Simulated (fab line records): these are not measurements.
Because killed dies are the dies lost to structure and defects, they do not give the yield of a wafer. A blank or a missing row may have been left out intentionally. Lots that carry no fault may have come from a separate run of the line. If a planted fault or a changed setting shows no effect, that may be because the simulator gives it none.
fab line records    flow nandHarc
record lots=12  wafers=36  lastDay=24
route steps=1159 shown A_CONTACT@857 END@1159
lots with no fault: from the same line, run without faults
startH: hours from the record's opening day to when the first of the lot's shown wafers began    waitH: hours elapsed since this lot's preceding step    " repeats the value in the row above    L1.1+2: one row covering several wafers at once    - no value, or no start given    * or withheld: withheld    < > ~ a bound
route shown NAME@n: NAME is a module with steps in the file, n the number in the route of the first one    usual: mean/standard deviation of fault-free wafers    same: alike in all rows    chamber/n: place in a boat    sites: the reading at each site    _std_site: standard deviation of those values    _edge_site: inner sites' mean taken away from outer sites' mean    radiusMm: for every site, how far away it sits from the centre of the wafer    mask NAME#n: copy n    behind: the last tool/chamber to shape the wafer    hold: what put the lot on hold/how long, in hours/how the hold closed    device: transistor that didn't switch, given as n, p or np    end of line: at the end of the route, the tests of the same wafers    for a step that has no rows: nothing shown but its recipe    killed: the dies lost at the first sort to structure and to defects; this is not the yield of the wafer    map: the dies of a wafer, with x for killed, . for not killed, _ for no die there
set.NAME: the run value of the setting; set.NAME@STEP: its run value at that earlier step    model.NAME: the simulator's own value behind a step, which no gauge read
route steps across a sampled set of lots; one table per step, one row per wafer
services: when a tool's chamber went out of use (startH, in hours from the record's first day, below 0 if earlier), for how many hours, and the reason
## steps
# step NHARC_A_CONTACT_DESCUM_47
# recipe timeS=3  o2FlowSccm=200  arFlowSccm=0  biasPowerW=0  chemistry=O2
# usual drypumpMotorCurrentA=5.8/0.48  oesProductAu=0.999/0.01  rfVppV=57.6/0.96  showerheadPlenumPTorr=1.85/0.077  throttleValvePct=11.312/0.0091
lot.wafer  tool        chamber  startH  waitH  drypumpMotorCurrentA  oesProductAu  rfHoursCounterH  rfVppV  showerheadPlenumPTorr  throttleValvePct
L364.1     rieDiel-05  1        364.47  0.1    5.2                   0.991         2                59.4    1.80                   11.319
L364.2     "           0        "       "      5.9                   1.010         1                57.0    1.79                   11.313
L364.6     "           2        "       "      6.7                   1.005         -                56.9    1.82                   11.315
L362.1     rieDiel-05  1        370.11  0.1    5.2                   1.000         3                58.1    1.80                   11.301
L362.4     "           2        "       "      6.6                   1.007         3                56.8    1.82                   11.285
L362.3     "           3        "       "      5.7                   0.994         3                58.5    1.99                   11.311
L363.3     rieDiel-05  1        370.16  0.1    5.2                   0.997         3                56.5    1.80                   11.309
L363.4     "           2        "       "      6.6                   1.010         3                59.2    1.82                   11.314
L363.5     "           2        "       "      6.6                   0.989         -                57.7    1.82                   11.307
L369.4     rieDiel-05  0        405.92  0.1    5.9                   1.009         13               58.6    1.79                   11.307
L369.3     "           1        "       "      5.2                   0.991         12               58.8    1.79                   11.316
L369.2     "           2        "       "      6.6                   0.999         12               56.5    1.81                   11.314
L371.1     rieDiel-13  1        416.95  0.1    5.6                   1.006         48               56.8    1.91                   11.309
L371.2     "           2        "       "      5.6                   1.003         50               57.4    1.82                   11.309
L371.5     "           0        "       "      5.1                   0.997         -                56.8    1.81                   11.314
L372.4     rieDiel-05  3        428.09  0.1    5.7                   0.980         18               58.6    1.99                   11.321
L372.3     "           0        "       "      5.9                   1.007         18               56.2    1.78                   11.319
L372.5     "           3        "       "      5.7                   0.983         -                59.0    1.99                   11.319
L376.4     rieDiel-13  3        435.88  0.1    5.7                   1.011         55               57.4    1.93                   11.309
L376.3     "           1        "       "      5.6                   1.017         55               57.2    1.91                   11.301
L376.2     "           2        "       "      5.7                   1.002         56               58.1    1.82                   11.312
L374.1     rieDiel-13  2        446.55  0.1    5.7                   0.998         60               58.8    1.82                   11.318
L374.3     "           3        "       "      5.7                   1.008         60               57.8    1.92                   11.319
L374.5     "           2        "       "      5.6                   0.985         -                58.6    1.82                   11.311
L373.3     rieDiel-02  2        450.87  0.1    5.4                   1.011         38               58.0    1.99                   11.290
L373.4     "           1        "       "      5.9                   1.000         39               58.4    1.90                   11.310
L373.5     "           3        "       "      5.9                   1.020         -                55.0    1.94                   11.310
L379.2     rieDiel-13  3        466.96  0.1    5.7                   0.997         2                57.0    1.92                   11.317
L379.1     "           0        "       "      5.1                   1.016         2                56.4    1.80                   11.322
L379.6     "           3        "       "      5.7                   0.991         -                56.6    1.92                   11.331
L378.2     rieDiel-13  2        467.12  0.1    5.7                   0.991         2                57.1    1.82                   11.316
L378.4     "           0        "       "      5.1                   1.013         2                57.1    1.80                   11.319
L378.6     "           3        "       "      5.7                   0.996         -                58.3    1.92                   11.303
L385.1     rieDiel-05  0        501.14  0.1    5.8                   1.007         32               56.0    1.78                   11.314
L385.2     "           2        "       "      6.6                   0.999         29               56.9    1.81                   11.306
L385.5     "           0        "       "      5.9                   0.999         -                55.9    1.78                   11.302
# step NHARC_A_CONTACT_ETCH_49
# recipe targetDepthA=2600  overEtchFrac=0.3  timeS=475.3  ionEnergyEv=200  n2FlowSccm=150  h2FlowSccm=150  arFlowSccm=0  rfW=400  biasW=150  chemistry=N2/H2
# usual drypumpMotorCurrentA=5.8/0.44  h2FlowSccm=150.0/0.41  oesProductAu=0.997/0.01  rfVppV=428.7/2.7  showerheadPlenumPTorr=1.98/0.087  throttleValvePct=14.171/0.0087
lot.wafer  tool        chamber  startH  waitH  drypumpMotorCurrentA  h2FlowSccm  oesProductAu  rfHoursCounterH  rfVppV  showerheadPlenumPTorr  throttleValvePct
L364.2     rieDiel-05  0        364.85  -      5.8                   149.6       0.995         2                426.2   1.90                   14.178
L364.1     "           2        "       "      6.7                   150.2       1.002         2                425.4   1.93                   14.171
L364.6     "           3        "       "      5.7                   149.2       0.983         -                432.5   2.13                   14.166
L362.3     rieDiel-05  0        370.34  -      5.9                   149.9       1.004         3                425.5   1.90                   14.168
L362.4     "           1        "       "      5.2                   150.1       1.005         3                426.2   1.91                   14.167
L362.1     "           2        "       "      6.7                   150.0       0.995         3                427.6   1.93                   14.163
L363.4     rieDiel-05  0        370.55  -      5.9                   150.1       1.005         3                426.2   1.90                   14.172
L363.3     "           2        "       "      6.6                   150.1       1.002         3                427.7   1.93                   14.172
L363.5     "           3        "       "      5.7                   150.0       0.985         -                433.1   2.13                   14.173
L369.4     rieDiel-05  0        406.13  -      5.9                   150.1       0.993         13               427.7   1.90                   14.168
L369.3     "           1        "       "      5.2                   149.6       0.992         12               425.1   1.91                   14.189
L369.2     "           2        "       "      6.6                   150.6       1.000         12               429.0   1.93                   14.162
L371.1     rieDiel-13  2        417.12  -      5.7                   150.0       0.988         50               427.5   1.94                   14.167
L371.2     "           1        "       "      5.6                   149.6       1.000         48               432.0   2.03                   14.166
L371.5     "           3        "       "      5.7                   149.5       1.011         -                432.7   2.06                   14.180
L372.3     rieDiel-05  3        428.32  -      5.6                   150.0       0.995         18               432.1   2.12                   14.163
L372.4     "           1        "       "      5.2                   150.0       0.998         16               426.5   1.91                   14.170
L372.5     "           2        "       "      6.7                   150.2       0.991         -                428.7   1.93                   14.171
L376.2     rieDiel-13  3        436.06  -      5.7                   149.8       1.007         55               431.0   2.05                   14.162
L376.3     "           1        "       "      5.6                   149.7       1.011         55               430.6   2.03                   14.176
L376.4     "           2        "       "      5.7                   150.3       0.989         56               428.0   1.94                   14.174
L374.1     rieDiel-13  1        446.76  -      5.6                   149.7       1.004         60               429.7   2.03                   14.190
L374.3     "           2        "       "      5.6                   150.4       0.991         60               427.7   1.94                   14.175
L374.5     "           2        "       "      5.7                   149.6       0.997         -                427.1   1.94                   14.178
L373.3     rieDiel-02  2        451.08  -      5.4                   149.9       1.005         38               431.8   2.12                   14.176
L373.4     "           0        "       "      6.4                   149.7       0.999         40               425.0   1.88                   14.191
L373.5     "           1        "       "      5.9                   149.8       0.989         -                429.6   2.02                   14.183
L379.1     rieDiel-13  2        467.17  -      5.6                   74.5        0.995         2                426.9   1.68                   13.092
L379.2     "           3        "       "      5.7                   74.9        1.008         2                431.0   1.78                   13.101
L379.6     "           2        "       "      5.7                   74.1        0.996         -                427.3   1.68                   13.086
L378.4     rieDiel-13  2        467.50  -      5.7                   75.4        0.993         2                427.6   1.68                   13.104
L378.2     "           0        "       "      5.1                   74.7        1.016         3                427.3   1.66                   13.085
L378.6     "           1        "       "      5.6                   74.7        1.007         -                430.6   1.76                   13.091
L385.1     rieDiel-05  0        501.37  -      5.9                   150.2       1.020         32               426.1   1.89                   14.177
L385.2     "           1        "       "      5.2                   150.4       0.995         29               425.9   1.90                   14.166
L385.5     "           0        "       "      5.8                   150.5       1.013         -                425.3   1.89                   14.187
# step NHARC_A_CONTACT_ETCH_111
# recipe sourceW=withheld  pressureMtorr=20  biasV=withheld  timeS=140  targetDepthA=7000  arFlowSccm=withheld  c4f8FlowSccm=withheld  o2FlowSccm=withheld  chemistry=C4F8/O2/Ar
lot.wafer  tool           chamber  startH  waitH  rfHoursCounterH
L364.2     harCapEtch-03  0        366.06  -      76
L364.1     "              1        "       "      76
L364.6     "              0        "       "      -
L362.1     harCapEtch-03  1        371.46  -      77
L362.4     "              1        "       "      -
L362.3     "              0        "       "      -
L363.3     harCapEtch-01  1        372.04  -      -
L363.4     "              0        "       "      -
L363.5     "              0        "       "      -
L369.2     harCapEtch-01  1        407.22  -      65
L369.3     "              0        "       "      -
L369.4     "              1        "       "      -
L371.1     harCapEtch-02  0        418.19  -      16
L371.2     "              1        "       "      16
L371.5     "              1        "       "      -
L372.3     harCapEtch-01  0        429.45  -      -
L372.4     "              1        "       "      -
L372.5     "              1        "       "      -
L376.2     harCapEtch-03  0        438.58  -      89
L376.4     "              1        "       "      -
L376.3     "              0        "       "      -
L374.1     harCapEtch-01  0        447.86  -      73
L374.3     "              1        "       "      -
L374.5     "              1        "       "      -
L373.3     harCapEtch-01  1        452.19  -      -
L373.4     "              0        "       "      -
L373.5     "              1        "       "      -
L379.2     harCapEtch-02  0        468.40  -      25
L379.1     "              1        "       "      25
L379.6     "              0        "       "      -
L378.2     harCapEtch-01  1        468.88  -      78
L378.4     "              1        "       "      -
L378.6     "              0        "       "      -
L385.1     harCapEtch-02  1        502.57  -      30
L385.2     "              0        "       "      30
L385.5     "              0        "       "      -
# step NHARC_A_CONTACT_ETCH_117
# recipe sourceW=withheld  pressureMtorr=20  biasV=3000  timeS=94  targetDepthA=9220  arFlowSccm=withheld  c4f8FlowSccm=withheld  o2FlowSccm=withheld  chemistry=C4F8/O2/Ar
lot.wafer  tool           chamber  startH  waitH  rfHoursCounterH
L364.2     harCapEtch-03  0        366.93  0.1    76
L364.1     "              1        "       "      76
L364.6     "              0        "       "      -
L362.1     harCapEtch-03  1        372.11  0.1    77
L362.4     "              1        "       "      -
L362.3     "              0        "       "      -
L363.3     harCapEtch-01  1        372.86  0.1    -
L363.4     "              0        "       "      -
L363.5     "              0        "       "      -
L369.2     harCapEtch-01  1        407.85  0.1    66
L369.3     "              0        "       "      -
L369.4     "              1        "       "      -
L371.1     harCapEtch-02  0        418.85  0.1    17
L371.2     "              1        "       "      17
L371.5     "              1        "       "      -
L372.3     harCapEtch-01  0        430.06  0.1    -
L372.4     "              1        "       "      -
L372.5     "              1        "       "      -
L376.2     harCapEtch-03  0        439.43  0.1    90
L376.4     "              1        "       "      -
L376.3     "              0        "       "      -
L374.1     harCapEtch-01  0        448.51  0.1    74
L374.3     "              1        "       "      -
L374.5     "              1        "       "      -
L373.3     harCapEtch-01  1        452.81  0.1    -
L373.4     "              0        "       "      -
L373.5     "              1        "       "      -
L379.2     harCapEtch-02  0        469.06  0.1    26
L379.1     "              1        "       "      26
L379.6     "              0        "       "      -
L378.2     harCapEtch-01  1        469.54  0.1    79
L378.4     "              1        "       "      -
L378.6     "              0        "       "      -
L385.1     harCapEtch-02  1        503.22  0.1    31
L385.2     "              0        "       "      31
L385.5     "              0        "       "      -
# step NHARC_END_SORT_01
# recipe tempC=25
# usual killedAtArray=27/11  killedAtOther=0.6/0.89  killedAtPeriphery=3.0/2.4  killedDies=31/12  killedOpen=3.2/1.6  killedShort=2.0/1.5
# same grossDies=677
lot.wafer  tool       chamber  startH  waitH  killedAtArray  killedAtOther  killedAtPeriphery  killedDies  killedOpen  killedShort
L379.1     prober-02  0        547.69  2.5    11             1              3                  15          3           1
L379.2     prober-02  0        548.51  2.8    12             1              3                  16          4           5
# killed by level:class
L379.1 P_BONDPAD:chamberFilmFlake=3 A_CONTACT:chamberFilmFlake=3 A_CHANNEL_HOLE_D1:chamberFilmFlake=2 A_WL_FILL:geometricParticle:short=1 A_WL_FILL:geometricParticle:open=1 A_CONTACT:geometricParticle:open=1 A_M1:geometricParticle:open=1 A_STAIRCASE:chamberFilmFlake=1
L379.2 A_CHANNEL_HOLE_D1:chamberFilmFlake=5 P_CONTACT:geometricParticle:open=1 P_M0:geometricParticle:short=1 P_M1:geometricParticle:open=1 A_ONON_D1:geometricParticle:short=1 A_WL_FILL:geometricParticle:short=1 A_CONTACT:geometricParticle:open=1 A_CONTACT:geometricParticle:short=1
## services
tool           chamber  startH  hours  kind
rieDiel-05     -        340.60  9.0    pm
rieDiel-05     0        340.60  10.7   ventCycle
rieDiel-05     1        340.60  9.0    ventCycle
rieDiel-05     2        340.60  9.0    ventCycle
rieDiel-05     3        340.60  9.0    ventCycle
rieDiel-05     1        349.60  -      clean
rieDiel-05     2        349.60  -      clean
rieDiel-05     3        349.60  -      clean
rieDiel-05     2        358.94  1.9    repair
rieDiel-05     0        374.22  -      clean
rieDiel-05     1        374.22  -      clean
rieDiel-05     2        374.22  -      clean
rieDiel-05     3        374.22  -      clean
rieDiel-02     -        392.47  0.8    repair
harCapEtch-03  -        394.48  0.3    repair
harCapEtch-01  -        396.31  0.3    repair
rieDiel-05     0        398.72  -      clean
rieDiel-05     1        398.72  -      clean
rieDiel-05     2        398.72  -      clean
rieDiel-05     3        398.72  -      clean
harCapEtch-02  -        401.84  1.0    repair
rieDiel-13     1        404.80  1.4    repair
rieDiel-05     0        423.22  -      clean
rieDiel-13     -        453.05  9.0    pm
## key
firstSign step=NHARC_A_CONTACT_ETCH_49  reading=h2FlowSccm  direction=down  sigmas=99+  usual=150.0  struck=74.7
effect step=NHARC_A_CONTACT_ETCH_49  reading=throttleValvePct  direction=down  sigmas=99+  usual=14.171  struck=13.093
metAt NHARC_A_CONTACT_ETCH_49
struckLots L378,L379
testerLeftOut L378,L379
notActingAt NHARC_A_CONTACT_DESCUM_47,NHARC_A_CONTACT_ETCH_111,NHARC_A_CONTACT_ETCH_117
onsetBetween 446.76 467.17
fault kind=processParameterDrift  tool=rieDiel-13  chamber=-  onsetH=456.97  steps=NHARC_A_CONTACT_ETCH_49  channel=h2FlowSccm  offset=-75  shape=step  endH=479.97  actsIn=theseRecipesOnly  stated=150
# testerLeftOut: of these lots the tester's yield and bins aren't shown, on N5 and GAA mostly nor the transistor test; their killed dies are dies lost to structure and defects alone, not to doping, threshold or leakage, so they don't give the yield
